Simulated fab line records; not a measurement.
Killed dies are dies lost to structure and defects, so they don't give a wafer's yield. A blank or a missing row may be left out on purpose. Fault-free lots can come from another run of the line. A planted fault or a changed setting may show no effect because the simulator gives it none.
fab line records -- flow nandHarc -- part 1 of 2: steps 1 to 21 of 35
record lots=5, wafers=15, lastDay=31
route steps=1302 shown P_M1@290 P_M2@318
lots untouched by any fault: they come from a run of this same line in which no faults occurred
startH: hours from the record's opening day to when the first of the lot's shown wafers began -- waitH: how many hours have passed since the lot's step before this one -- " as in the row above -- L1.1+2: several wafers, shown together as one row -- - either no value or no given start -- * or withheld: withheld -- < > ~ a bound
route shown NAME@n: a module of which the file shows steps, and the number in the route of the first -- usual: mean/standard deviation of fault-free wafers -- same: alike in all rows -- chamber/n: place in a boat -- sites: per-site readings -- _std_site: the standard deviation of these -- _edge_site: inner sites' mean taken away from outer sites' mean -- radiusMm: for every site, how far away it sits from the centre of the wafer -- mask NAME#n: copy n -- behind: the most recent tool/chamber to have shaped the wafer -- hold: what put the lot on hold/how long, in hours/how the hold closed -- device: the transistor (n, p or np) that didn't switch -- end of line: at the end of the route, the tests of the same wafers -- for a step that has no rows: nothing shown but its recipe -- killed: dies lost to structure and defects at the first sort, not the wafer's yield -- map: shows each die of a wafer: x if killed, . if not, _ if none is there
set.NAME: the setting as run; set.NAME@STEP: as run at that earlier step -- model.NAME: the simulator's own value behind a step, which no gauge read
lots seen at some steps along the route; tables by step, rows by wafer
services: when a tool's chamber went out of use (startH, in hours from the record's first day, below 0 if earlier), for how many hours, and the reason
## steps
# step NHARC_P_M1_SOFTBAKE_04
# recipe tempC=105, timeS=55
# usual plateTempC=104.99/0.12
lot.wafer,tool,chamber,startH,waitH,plateTempC
L078.3,lithoTrack-06,0,-,-,104.76
L078.4,lithoTrack-06,0,-,-,104.80
L078.5,lithoTrack-06,0,-,-,104.98
L089.4,lithoTrack-01,0,-,-,104.95
L089.5,lithoTrack-01,0,-,-,104.89
L089.6,lithoTrack-01,0,-,-,105.00
L090.1,lithoTrack-04,0,-,-,105.11
L090.2,lithoTrack-04,0,-,-,105.06
L090.4,lithoTrack-04,0,-,-,105.03
L091.2,lithoTrack-01,0,-,-,105.16
L091.5,lithoTrack-01,0,-,-,105.13
L091.6,lithoTrack-01,0,-,-,104.95
L092.2,lithoTrack-01,0,-,-,105.09
L092.5,lithoTrack-01,0,-,-,104.87
L092.6,lithoTrack-01,0,-,-,104.83
# step NHARC_P_M1_EBR_05
lot.wafer,tool,chamber,startH,waitH
L078.3+4+5,lithoTrack-06,0,-,-
L089.4+5+6,lithoTrack-01,0,-,-
L090.1+2+4,lithoTrack-04,0,-,-
L091.2+5+6,lithoTrack-01,0,-,-
L092.2+5+6,lithoTrack-01,0,-,-
# step NHARC_P_M1_EXPOSE_06
# recipe na=1.35, targetCdNm=130, doseMj=81.88, maskId=P_M1
# usual reticleTempC=23.01/0.11
lot.wafer,tool,chamber,startH,waitH,mask,reticleTempC
L078.3,arfiScanner-02,0,160.97,-,P_M1#0,23.18
L078.4,arfiScanner-02,0,160.97,-,P_M1#0,23.21
L078.5,arfiScanner-02,0,160.97,-,P_M1#0,23.09
L089.4,arfiScanner-01,0,273.05,-,P_M1#0,23.18
L089.5,arfiScanner-01,0,273.05,-,P_M1#0,23.06
L089.6,arfiScanner-01,0,273.05,-,P_M1#0,23.17
L090.1,arfiScanner-01,0,290.62,-,P_M1#0,23.07
L090.2,arfiScanner-01,0,290.62,-,P_M1#0,23.10
L090.4,arfiScanner-01,0,290.62,-,P_M1#0,23.14
L091.2,arfiScanner-02,0,295.51,-,P_M1#0,22.84
L091.5,arfiScanner-02,0,295.51,-,P_M1#0,23.04
L091.6,arfiScanner-02,0,295.51,-,P_M1#0,22.87
L092.2,arfiScanner-03,0,313.48,-,P_M1#0,22.96
L092.5,arfiScanner-03,0,313.48,-,P_M1#0,23.14
L092.6,arfiScanner-03,0,313.48,-,P_M1#0,22.86
# step NHARC_P_M1_PEB_07
# recipe pebTempC=100, pebTimeS=65
# usual plateTempC=99.98/0.11
# same pebTimeS=65
lot.wafer,tool,chamber,startH,waitH,plateTempC
L078.3,lithoTrack-04,0,161.02,0.0,99.99
L078.4,lithoTrack-04,0,161.02,0.0,99.89
L078.5,lithoTrack-04,0,161.02,0.0,100.06
L089.4,lithoTrack-04,0,273.10,0.0,99.98
L089.5,lithoTrack-04,0,273.10,0.0,99.91
L089.6,lithoTrack-04,0,273.10,0.0,100.01
L090.1,lithoTrack-01,0,290.68,0.1,99.84
L090.2,lithoTrack-01,0,290.68,0.1,99.99
L090.4,lithoTrack-01,0,290.68,0.1,99.85
L091.2,lithoTrack-04,0,295.57,0.1,99.91
L091.5,lithoTrack-04,0,295.57,0.1,99.90
L091.6,lithoTrack-04,0,295.57,0.1,100.07
L092.2,lithoTrack-04,0,313.53,0.1,99.81
L092.5,lithoTrack-04,0,313.53,0.1,100.05
L092.6,lithoTrack-04,0,313.53,0.1,100.00
# step NHARC_P_M1_DEVELOP_08
# recipe developTimeS=35, devTempC=23
lot.wafer,tool,chamber,startH,waitH
L078.3+4+5,lithoTrack-04,0,-,-
L089.4+5+6,lithoTrack-04,0,-,-
L090.1+2+4,lithoTrack-01,0,-,-
L091.2+5+6,lithoTrack-04,0,-,-
L092.2+5+6,lithoTrack-04,0,-,-
# step NHARC_P_M1_CD_MEAS_09
# recipe targetCdNm=130, landingEnergyEv=500
# usual cdNm=129.9/0.78
lot.wafer,tool,chamber,startH,waitH,cdNm
L078.3,cdSem-01,0,161.10,-,129.5
L078.4,cdSem-01,0,161.10,-,129.9
L078.5,cdSem-01,0,161.10,-,130.0
L089.4,cdSem-03,0,273.18,-,129.3
L089.5,cdSem-03,0,273.18,-,129.6
L089.6,cdSem-03,0,273.18,-,129.0
L090.1,cdSem-02,0,290.75,-,130.0
L090.2,cdSem-02,0,290.75,-,129.0
L090.4,cdSem-02,0,290.75,-,130.1
L091.2,cdSem-01,0,295.65,-,129.5
L091.5,cdSem-01,0,295.65,-,128.7
L091.6,cdSem-01,0,295.65,-,130.0
L092.2,cdSem-03,0,313.62,-,129.9
L092.5,cdSem-03,0,313.62,-,129.8
L092.6,cdSem-03,0,313.62,-,129.5
# step NHARC_P_M1_OVL_MEAS_10
# recipe pitchNm=260
# usual overlayXNm=-0.2/0.73, overlayYNm=-0.3/0.68
lot.wafer,tool,chamber,startH,waitH,overlayXNm,overlayYNm
L078.3,overlay-02,-,161.19,-,-1.8,-1.1
L078.4,overlay-02,-,161.19,-,-1.3,-1.8
L078.5,overlay-02,-,161.19,-,-1.9,-0.8
L089.4,overlay-02,-,273.26,-,-0.3,0.0
L089.5,overlay-02,-,273.26,-,-0.3,-0.3
L089.6,overlay-02,-,273.26,-,-0.5,0.3
L090.1,overlay-02,-,290.84,-,-0.5,-0.2
L090.2,overlay-02,-,290.84,-,-0.2,0.7
L090.4,overlay-02,-,290.84,-,-0.5,0.4
L091.2,overlay-02,-,295.74,-,0.0,-0.2
L091.5,overlay-02,-,295.74,-,0.0,-0.9
L091.6,overlay-02,-,295.74,-,0.0,-0.3
L092.2,overlay-01,-,313.70,-,0.1,-1.2
L092.5,overlay-01,-,313.70,-,-0.2,-1.3
L092.6,overlay-01,-,313.70,-,-0.1,-0.7
# step NHARC_P_M1_INSPECT_11
# usual rawDefectCount=4.9/2.7
lot.wafer,tool,chamber,startH,waitH,rawDefectCount
L078.3,defectInspect-02,-,161.22,0.0,8
L078.4,defectInspect-02,-,161.22,0.0,8
L078.5,defectInspect-02,-,161.22,0.0,8
L089.4,defectInspect-01,-,273.30,0.0,7
L089.5,defectInspect-01,-,273.30,0.0,2
L089.6,defectInspect-01,-,273.30,0.0,10
L090.1,defectInspect-01,-,290.88,0.0,5
L090.2,defectInspect-01,-,290.88,0.0,9
L090.4,defectInspect-01,-,290.88,0.0,3
L091.2,defectInspect-02,-,295.78,0.0,7
L091.5,defectInspect-02,-,295.78,0.0,4
L091.6,defectInspect-02,-,295.78,0.0,3
L092.2,defectInspect-02,-,313.74,0.0,6
L092.5,defectInspect-02,-,313.74,0.0,2
L092.6,defectInspect-02,-,313.74,0.0,10
# step NHARC_P_M1_DESCUM_14
# recipe timeS=3, o2FlowSccm=200, arFlowSccm=0, biasPowerW=0, chemistry=O2
# usual chamberPressureMTorr=59.99/0.055, drypumpMotorCurrentA=5.8/0.5, o2FlowSccm=200.0/0.59, oesProductAu=0.999/0.01, rfVppV=57.8/0.92, showerheadPlenumPTorr=1.92/0.087, throttleValvePct=11.309/0.0085
lot.wafer,tool,chamber,startH,waitH,chamberPressureMTorr,drypumpMotorCurrentA,o2FlowSccm,oesProductAu,rfHoursCounterH,rfVppV,showerheadPlenumPTorr,throttleValvePct
L078.4,rieDiel-01,1,161.30,0.1,60.04,6.5,200.4,0.993,12,58.8,1.82,11.321
L078.3,rieDiel-01,2,161.30,0.1,60.03,5.1,198.4,0.992,11,56.1,1.81,11.303
L078.5,rieDiel-01,0,161.30,0.1,60.05,5.6,201.3,0.996,-,58.3,1.91,11.317
L089.4,rieDiel-13,0,273.36,0.1,59.96,5.6,199.8,0.994,41,58.0,1.81,11.308
L089.5,rieDiel-13,0,273.36,0.1,59.96,5.6,199.2,0.993,-,57.2,1.82,11.310
L089.6,rieDiel-13,1,273.36,0.1,60.02,6.6,199.0,1.027,-,59.2,2.05,11.302
L090.4,rieDiel-01,1,290.94,0.1,59.92,6.5,198.5,1.001,6,57.2,1.82,11.312
L090.1,rieDiel-01,2,290.94,0.1,60.11,5.2,200.1,0.996,6,56.8,1.81,11.304
L090.2,rieDiel-01,3,290.94,0.1,60.01,5.3,200.5,0.993,6,58.9,1.96,11.308
L091.2,rieDiel-10,2,295.85,0.1,59.98,5.9,200.0,0.991,3,57.5,1.95,11.322
L091.5,rieDiel-10,2,295.85,0.1,59.98,5.9,199.7,0.995,-,58.1,1.95,11.313
L091.6,rieDiel-10,3,295.85,0.1,60.00,5.6,198.5,0.999,-,58.6,2.03,11.302
L092.2,rieDiel-01,3,313.82,0.1,59.93,5.3,200.0,0.991,8,59.1,1.96,11.311
L092.5,rieDiel-01,0,313.82,0.1,60.02,5.7,199.7,0.996,-,58.3,1.91,11.313
L092.6,rieDiel-01,1,313.82,0.1,60.00,6.5,199.3,0.996,-,57.2,1.82,11.328
# step NHARC_P_M1_ETCH_35
# recipe targetDepthA=400, overetchA=120, timeS=43.94, ionEnergyEv=200, n2FlowSccm=150, h2FlowSccm=150, arFlowSccm=0, rfW=400, biasW=150, chemistry=N2/H2
# usual chamberPressureMTorr=29.997/0.027, drypumpMotorCurrentA=5.8/0.49, oesProductAu=1.000/0.01, rfVppV=430.6/2.7, showerheadPlenumPTorr=2.05/0.097, throttleValvePct=14.170/0.0098
lot.wafer,tool,chamber,startH,waitH,chamberPressureMTorr,drypumpMotorCurrentA,oesProductAu,rfHoursCounterH,rfVppV,showerheadPlenumPTorr,throttleValvePct
L078.4,rieDiel-01,3,161.37,0.1,29.964,5.4,1.012,10,432.2,2.10,14.204
L078.3,rieDiel-01,1,161.37,0.1,30.017,6.5,1.000,12,427.6,1.94,14.172
L078.5,rieDiel-01,0,161.37,0.1,30.025,5.7,0.996,-,429.9,2.04,14.138
L089.4,rieDiel-13,2,273.44,0.1,29.990,5.7,0.999,35,434.9,2.21,14.179
L089.5,rieDiel-13,2,273.44,0.1,29.969,5.7,0.990,-,434.5,2.21,14.179
L089.6,rieDiel-13,3,273.44,0.1,29.994,5.9,1.021,-,426.8,1.91,14.177
L090.2,rieDiel-01,3,291.03,0.1,29.976,5.3,1.006,6,432.4,2.09,14.169
L090.4,rieDiel-01,1,291.03,0.1,29.982,6.5,1.005,6,428.9,1.94,14.174
L090.1,rieDiel-01,2,291.03,0.1,29.998,5.1,0.995,6,427.3,1.93,14.163
L091.2,rieDiel-10,3,295.94,0.1,30.005,5.6,0.987,1,433.0,2.17,14.180
L091.5,rieDiel-10,2,295.94,0.1,29.955,5.9,0.999,-,432.1,2.08,14.164
L091.6,rieDiel-10,3,295.94,0.1,30.056,5.6,1.007,-,433.6,2.17,14.168
L092.2,rieDiel-01,0,313.88,0.1,30.014,5.6,1.009,7,429.4,2.03,14.182
L092.6,rieDiel-01,0,313.88,0.1,30.014,5.6,1.008,-,429.1,2.03,14.187
L092.5,rieDiel-01,1,313.88,0.1,30.011,6.5,0.992,-,426.6,1.94,14.171
# step NHARC_P_M1_ETCH_15
# recipe targetDepthA=1825, timeS=91.2, c4f8FlowSccm=withheld, arFlowSccm=400, rfW=600, biasW=300, chemistry=C4F8/Ar
# usual chamberPressureMTorr=25.002/0.023, oesProductAu=0.952/0.022, rfVppV=441.3/2.8
lot.wafer,tool,chamber,startH,waitH,chamberPressureMTorr,oesProductAu,rfHoursCounterH,rfVppV
L078.4,rieDiel-01,0,-,-,25.020,0.923,11,442.3
L078.3,rieDiel-01,2,-,-,25.017,0.949,11,439.2
L078.5,rieDiel-01,3,-,-,24.992,0.944,-,440.9
L089.4,rieDiel-13,1,-,-,25.024,0.945,35,443.8
L089.5,rieDiel-13,0,-,-,25.003,0.924,-,438.4
L089.6,rieDiel-13,1,-,-,25.025,0.952,-,446.1
L090.4,rieDiel-01,2,-,-,25.005,0.959,6,438.4
L090.1,rieDiel-01,3,-,-,25.008,0.972,6,441.9
L090.2,rieDiel-01,0,-,-,25.012,0.982,6,441.0
L091.2,rieDiel-10,0,-,-,25.035,0.945,3,442.7
L091.6,rieDiel-10,3,-,-,25.039,0.952,-,444.3
L091.5,rieDiel-10,0,-,-,25.008,0.961,-,445.2
L092.2,rieDiel-01,2,-,-,25.027,0.939,7,437.8
L092.6,rieDiel-01,3,-,-,24.987,0.940,-,441.5
L092.5,rieDiel-01,0,-,-,25.038,0.951,-,439.9
# step NHARC_P_M1_CD_MEAS_16
# usual cdNm=129.8/0.9
lot.wafer,tool,chamber,startH,waitH,cdNm
L078.3,cdSem-01,-,161.59,-,128.8
L078.4,cdSem-01,-,161.59,-,128.9
L078.5,cdSem-01,-,161.59,-,130.8
L089.4,cdSem-01,-,273.67,-,128.5
L089.5,cdSem-01,-,273.67,-,128.0
L089.6,cdSem-01,-,273.67,-,129.8
L090.1,cdSem-03,-,291.25,-,130.7
L090.2,cdSem-03,-,291.25,-,129.1
L090.4,cdSem-03,-,291.25,-,129.7
L091.2,cdSem-01,-,296.16,-,128.0
L091.5,cdSem-01,-,296.16,-,128.6
L091.6,cdSem-01,-,296.16,-,129.3
L092.2,cdSem-03,-,314.11,-,130.1
L092.5,cdSem-03,-,314.11,-,129.9
L092.6,cdSem-03,-,314.11,-,130.3
# step NHARC_P_M1_STRIP_18
# recipe powerW=1000, n2FlowSccm=150, h2FlowSccm=150, arFlowSccm=0, biasW=0, chemistry=N2/H2
# usual chamberPressureMTorr=29.998/0.028, drypumpMotorCurrentA=5.7/0.48, oesProductAu=0.999/0.011, rfVppV=90.7/1.1, showerheadPlenumPTorr=2.05/0.1, throttleValvePct=14.172/0.009
lot.wafer,tool,chamber,startH,waitH,chamberPressureMTorr,drypumpMotorCurrentA,oesProductAu,rfHoursCounterH,rfVppV,showerheadPlenumPTorr,throttleValvePct
L078.3,rieDiel-10,0,161.66,0.1,29.997,5.2,0.990,5,90.5,2.15,14.174
L078.4,rieDiel-10,2,161.66,0.1,29.975,5.9,1.006,4,91.0,2.09,14.157
L078.5,rieDiel-10,0,161.66,0.1,29.980,5.2,0.981,-,91.9,2.15,14.166
L089.4,rieDiel-13,1,273.82,0.1,29.988,6.6,1.018,35,91.5,2.18,14.178
L089.5,rieDiel-13,2,273.82,0.1,30.038,5.7,0.995,-,92.2,2.21,14.159
L089.6,rieDiel-13,3,273.82,0.1,30.010,5.9,1.039,-,89.4,1.91,14.187
L090.2,rieDiel-10,1,291.33,0.1,30.015,6.5,1.002,3,89.9,1.98,14.169
L090.1,rieDiel-10,2,291.33,0.1,30.071,5.9,0.993,3,90.0,2.08,14.164
L090.4,rieDiel-10,0,291.33,0.1,30.003,5.2,1.000,3,91.6,2.15,14.159
L091.2,rieDiel-10,0,296.28,0.1,30.019,5.2,1.005,3,90.9,2.15,14.157
L091.5,rieDiel-10,2,296.28,0.1,29.995,5.9,0.994,-,92.5,2.08,14.186
L091.6,rieDiel-10,3,296.28,0.1,30.042,5.6,0.997,-,91.7,2.17,14.179
L092.2,rieDiel-01,1,314.20,0.1,29.964,6.5,0.988,7,90.7,1.94,14.188
L092.5,rieDiel-01,0,314.20,0.1,29.970,5.7,1.001,-,91.0,2.03,14.173
L092.6,rieDiel-01,1,314.20,0.1,30.008,6.5,0.983,-,88.5,1.94,14.165
# step NHARC_P_M1_ETCH_28
# recipe targetDepthA=300, overEtchFrac=0.3, timeS=72.99, ionEnergyEv=150, cf4FlowSccm=50, n2FlowSccm=100, arFlowSccm=150, rfW=300, biasW=100, chemistry=CF4/N2
# usual chamberPressureMTorr=30.00/0.036, drypumpMotorCurrentA=5.8/0.49, oesProductAu=1.000/0.0096, rfVppV=314.2/2.1, showerheadPlenumPTorr=2.63/0.12, throttleValvePct=19.793/0.01
lot.wafer,tool,chamber,startH,waitH,chamberPressureMTorr,drypumpMotorCurrentA,oesProductAu,rfHoursCounterH,rfVppV,showerheadPlenumPTorr,throttleValvePct
L078.4,rieDiel-10,3,-,-,30.02,5.6,1.004,5,316.6,2.78,19.811
L078.3,rieDiel-10,0,-,-,30.02,5.2,0.985,5,315.7,2.76,19.779
L078.5,rieDiel-10,3,-,-,29.99,5.6,0.999,-,317.9,2.78,19.787
L089.4,rieDiel-13,1,-,-,29.98,6.6,1.015,35,316.7,2.80,19.809
L089.5,rieDiel-13,2,-,-,30.03,5.7,0.993,-,317.5,2.82,19.798
L089.6,rieDiel-13,3,-,-,29.97,5.9,1.018,-,310.8,2.47,19.785
L090.2,rieDiel-10,1,-,-,29.99,6.5,0.997,3,312.8,2.55,19.788
L090.4,rieDiel-10,2,-,-,29.97,5.9,0.997,3,315.5,2.68,19.789
L090.1,rieDiel-10,0,-,-,29.99,5.3,0.997,3,317.2,2.75,19.794
L091.2,rieDiel-10,3,-,-,30.02,5.6,1.009,1,317.4,2.78,19.795
L091.6,rieDiel-10,3,-,-,29.96,5.6,1.001,-,317.7,2.78,19.800
L091.5,rieDiel-10,0,-,-,30.01,5.2,1.007,-,316.8,2.75,19.791
L092.2,rieDiel-01,1,-,-,29.99,6.5,1.003,7,311.7,2.50,19.781
L092.5,rieDiel-01,2,-,-,30.02,5.2,1.000,-,312.6,2.49,19.787
L092.6,rieDiel-01,3,-,-,29.96,5.3,1.003,-,315.1,2.69,19.791
# step NHARC_P_M1_STRIP_19
# recipe timeS=600, tempC=30, chemistry=postEtchResidueRemover
lot.wafer,tool,chamber,startH,waitH
L078.5+4+3,wetBench-10,"3,4,5",162.03,-
L089.4+5+6,wetBench-08,"6,7,0",274.13,-
L090.1+4+2,wetBench-10,"1,3,4",291.71,-
L091.2+5+6,wetBench-10,"2,3,4",296.62,-
L092.6+2+5,wetBench-08,"6,7,0",314.55,-
# step NHARC_P_M1_DEGAS_29
# recipe tempC=250, timeS=60
# usual heaterPowerW=322/31
lot.wafer,tool,chamber,startH,waitH,heaterPowerW
L078.3,pvdSputter-01,-,162.31,-,325
L078.4,pvdSputter-01,-,162.31,-,379
L078.5,pvdSputter-01,-,162.31,-,326
L089.4,pvdSputter-02,-,274.40,-,281
L089.5,pvdSputter-02,-,274.40,-,361
L089.6,pvdSputter-02,-,274.40,-,361
L090.4,pvdSputter-01,-,291.98,-,359
L090.2,pvdSputter-01,-,291.98,-,293
L090.1,pvdSputter-01,-,291.98,-,298
L091.2,pvdSputter-02,-,296.87,-,357
L091.5,pvdSputter-02,-,296.87,-,352
L091.6,pvdSputter-02,-,296.87,-,284
L092.2,pvdSputter-02,-,314.83,-,343
L092.5,pvdSputter-02,-,314.83,-,286
L092.6,pvdSputter-02,-,314.83,-,350
# step NHARC_P_M1_PRE_CLEAN_30
# recipe timeS=30, tempC=280, gas=H2/He
# usual heaterPowerW=393/36
lot.wafer,tool,chamber,startH,waitH,heaterPowerW
L078.4,pvdSputter-01,-,-,-,373
L078.3,pvdSputter-01,-,-,-,445
L078.5,pvdSputter-01,-,-,-,407
L089.4,pvdSputter-02,-,-,-,447
L089.6,pvdSputter-02,-,-,-,444
L089.5,pvdSputter-02,-,-,-,421
L090.1,pvdSputter-01,-,-,-,370
L090.4,pvdSputter-01,-,-,-,362
L090.2,pvdSputter-01,-,-,-,435
L091.2,pvdSputter-02,-,-,-,432
L091.5,pvdSputter-02,-,-,-,430
L091.6,pvdSputter-02,-,-,-,434
L092.2,pvdSputter-02,-,-,-,428
L092.5,pvdSputter-02,-,-,-,338
L092.6,pvdSputter-02,-,-,-,435
# step NHARC_P_M1_PVD_20
# recipe targetThkA=50, biasV=168.6, powerW=15000, chamberPressurePa=0.12, timeS=8.06, substrateTempC=50, material=TaN
# usual cathodeDcPowerW=15000/2.7, throttleValvePct=29.4/1.3
lot.wafer,tool,chamber,startH,waitH,cathodeDcPowerW,throttleValvePct
L078.3,pvdSputter-01,-,-,-,15000,30.1
L078.4,pvdSputter-01,-,-,-,15000,27.6
L078.5,pvdSputter-01,-,-,-,14998,27.4
L089.4,pvdSputter-02,-,-,-,15003,28.6
L089.6,pvdSputter-02,-,-,-,15001,30.4
L089.5,pvdSputter-02,-,-,-,14997,30.1
L090.2,pvdSputter-01,-,-,-,15002,29.3
L090.1,pvdSputter-01,-,-,-,14999,27.5
L090.4,pvdSputter-01,-,-,-,14997,30.8
L091.2,pvdSputter-02,-,-,-,15000,28.9
L091.6,pvdSputter-02,-,-,-,15002,29.7
L091.5,pvdSputter-02,-,-,-,14998,29.1
L092.2,pvdSputter-02,-,-,-,14996,30.1
L092.5,pvdSputter-02,-,-,-,15000,30.3
L092.6,pvdSputter-02,-,-,-,15001,29.9
# step NHARC_P_M1_PVD_21
# recipe targetThkA=300, chamberPressurePa=5, powerW=5000, substrateTempC=30, timeS=20.49, material=Cu
# usual cathodeDcPowerW=5000.0/0.83, throttleValvePct=29.4/1.2
lot.wafer,tool,chamber,startH,waitH,cathodeDcPowerW,throttleValvePct
L078.3,pvdSputter-01,-,-,-,4998.6,30.2
L078.4,pvdSputter-01,-,-,-,5000.0,30.2
L078.5,pvdSputter-01,-,-,-,4999.6,27.4
L089.4,pvdSputter-02,-,-,-,4998.8,29.8
L089.5,pvdSputter-02,-,-,-,4999.4,28.7
L089.6,pvdSputter-02,-,-,-,5000.1,30.6
L090.4,pvdSputter-01,-,-,-,5000.4,29.2
L090.1,pvdSputter-01,-,-,-,5000.7,30.4
L090.2,pvdSputter-01,-,-,-,4999.9,27.0
L091.2,pvdSputter-02,-,-,-,4999.7,29.1
L091.6,pvdSputter-02,-,-,-,4999.7,28.6
L091.5,pvdSputter-02,-,-,-,5000.0,30.3
L092.2,pvdSputter-02,-,-,-,4999.5,29.8
L092.5,pvdSputter-02,-,-,-,5000.9,28.9
L092.6,pvdSputter-02,-,-,-,5000.6,30.1
# step NHARC_P_M1_ECD_22
# recipe targetThkA=4000, bathTempC=25, material=Cu
lot.wafer,tool,chamber,startH,waitH
L078.4+3+5,ecdCu-02,"1,0,1",162.77,-
L089.4+6+5,ecdCu-01,"0,1,0",274.90,-
L090.2+1+4,ecdCu-02,"1,0,0",292.34,-
L091.2+6+5,ecdCu-01,"1,0,1",297.28,-
L092.2+5+6,ecdCu-02,"1,0,1",315.23,-
# step NHARC_P_M1_ANNEAL_31
# recipe tempC=225, timeS=90
# usual annealTempCMax=226.0/0.31, wafer_temp_C_max=225.93/0.25
lot.wafer,tool,chamber,startH,waitH,annealTempCMax,wafer_temp_C_max
L078.3,rtpAnneal-02,0,163.15,-,226.9,225.86
L078.4,rtpAnneal-02,0,163.15,-,226.3,226.12
L078.5,rtpAnneal-02,0,163.15,-,226.5,225.83
L089.4,rtpAnneal-02,0,275.28,0.3,226.3,226.24
L089.5,rtpAnneal-02,0,275.28,0.3,226.2,226.40
L089.6,rtpAnneal-02,0,275.28,0.3,226.2,226.19
L090.1,rtpAnneal-02,0,292.71,0.3,226.4,226.00
L090.2,rtpAnneal-02,0,292.71,0.3,226.1,226.28
L090.4,rtpAnneal-02,0,292.71,0.3,226.5,226.34
L091.2,rtpAnneal-02,0,297.66,0.3,226.3,226.26
L091.5,rtpAnneal-02,0,297.66,0.3,226.2,225.84
L091.6,rtpAnneal-02,0,297.66,0.3,226.5,225.80
L092.2,rtpAnneal-02,0,315.61,0.3,226.0,225.87
L092.5,rtpAnneal-02,0,315.61,0.3,225.9,226.04
L092.6,rtpAnneal-02,0,315.61,0.3,226.1,225.95
